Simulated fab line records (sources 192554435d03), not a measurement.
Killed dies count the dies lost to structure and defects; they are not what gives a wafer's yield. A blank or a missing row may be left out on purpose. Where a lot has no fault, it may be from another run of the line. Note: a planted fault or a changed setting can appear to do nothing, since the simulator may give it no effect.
Split-lot study ; flow n5Finfet ; 39 wafers read from 7 lots, route of 1938 steps

== ON THE SPLIT ==
At N5_FIN_SAQP_ETCH_65 (etches SiO2 in CF4, target depth 4 nm, time 4.4 s), the setting timeS was moved away from the recipe's 4.4 s on 12 of the 39 wafers read, by -51.2% to +58.4%. All remaining wafers had this setting at the recipe value.

Reading taken at the split's own step.

== THE READING ==
etch.depthNm (the simulator's own value, which no gauge read), in nm, at N5_FIN_SAQP_ETCH_65 (etches SiO2 in CF4, target depth 4 nm, time 4.4 s). There is no usual value for it anywhere in the file. Average 3.995 nm, standard deviation 0.084 nm, over the 27 wafers here run with the recipe.

wafer;tool, chamber at the split;timeS as run, s;against the recipe;etch.depthNm, nm;against lot-mates on the recipe
L076.1;rieSi-01, 1;4.4;recipe;3.971;-
L076.2;rieSi-01, 3;4.4;recipe;3.826;-
L076.3;rieSi-01, 0;4.4;recipe;3.823;-
L076.4;rieSi-01, 2;4.4;recipe;4.093;-
L076.5;rieSi-01, 2;4.4;recipe;4.087;-
L076.6;rieSi-01, 3;4.4;recipe;3.863;-
L077.1;rieSi-02, 2;4.4;recipe;4.071;-
L077.2;rieSi-02, 0;4.4;recipe;4.06;-
L077.6;rieSi-02, 1;4.4;recipe;3.982;-
L081.1;rieSi-02, 3;6.969;+58.4%;6.307;+2.296
L081.2;rieSi-02, 0;6.969;+58.4%;6.378;+2.367
L081.3;rieSi-02, 2;4.4;recipe;4.047;-
L081.4;rieSi-02, 1;6.969;+58.4%;6.299;+2.288
L081.5;rieSi-02, 0;4.4;recipe;4.012;-
L081.6;rieSi-02, 3;4.4;recipe;3.973;-
L084.1;rieSi-04, 2;2.147;-51.2%;1.945;-2.023
L084.2;rieSi-04, 0;2.147;-51.2%;1.946;-2.022
L084.3;rieSi-04, 3;4.4;recipe;4.013;-
L084.4;rieSi-04, 1;2.147;-51.2%;1.923;-2.045
L084.5;rieSi-04, 2;4.4;recipe;3.954;-
L084.6;rieSi-04, 1;4.4;recipe;3.938;-
L088.1;rieSi-01, 3;4.4;recipe;3.905;-
L088.2;rieSi-01, 1;4.4;recipe;4;-
L088.3;rieSi-01, 0;3.326;-24.4%;2.937;-1.069
L088.4;rieSi-01, 2;4.4;recipe;4.113;-
L088.5;rieSi-01, 2;3.326;-24.4%;3.103;-0.903
L088.6;rieSi-01, 1;3.326;-24.4%;3.018;-0.988
L093.1;rieSi-04, 3;4.4;recipe;4.038;-
L093.2;rieSi-04, 2;4.4;recipe;4.058;-
L093.3;rieSi-04, 0;4.4;recipe;4.073;-
L093.4;rieSi-04, 1;4.4;recipe;4.026;-
L093.5;rieSi-04, 3;4.4;recipe;4.049;-
L093.6;rieSi-04, 2;4.4;recipe;4.047;-
L095.1;rieSi-01, 3;4.4;recipe;3.863;-
L095.2;rieSi-01, 2;4.4;recipe;4.08;-
L095.3;rieSi-01, 1;5.621;+27.8%;5.089;+1.145
L095.4;rieSi-01, 0;4.4;recipe;3.89;-
L095.5;rieSi-01, 2;5.621;+27.8%;5.201;+1.257
L095.6;rieSi-01, 3;5.621;+27.8%;4.874;+0.930

THE FIT
A straight line over all 39 wafers: etch.depthNm changes by +0.0399 nm for each +1% of timeS; r = +1.00; the points scatter about the line by 0.085 nm.
The same after taking each lot's own level away (the mean of its wafers on the recipe; 39 wafers): +0.0398 nm for each +1%; r = +1.00; scatter 0.076 nm.
On that fit, the largest move of timeS shifts the reading by 2.3 nm.
The lots' own levels span 3.9438 to 4.0485 nm, that is 1.2 times the standard deviation above.
Hence the lot-to-lot level has little effect on the slope; both slopes agree.
Check: with one of the wafers moved furthest among these (+58.4%) left out of the fit, the line predicts +2.33 nm for it against its lot-mates. It came out at +2.3 nm against them.

== FILE'S OWN FIT ==
etch.depthNm changes by +0.0398 nm for each +1% of timeS, r = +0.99.
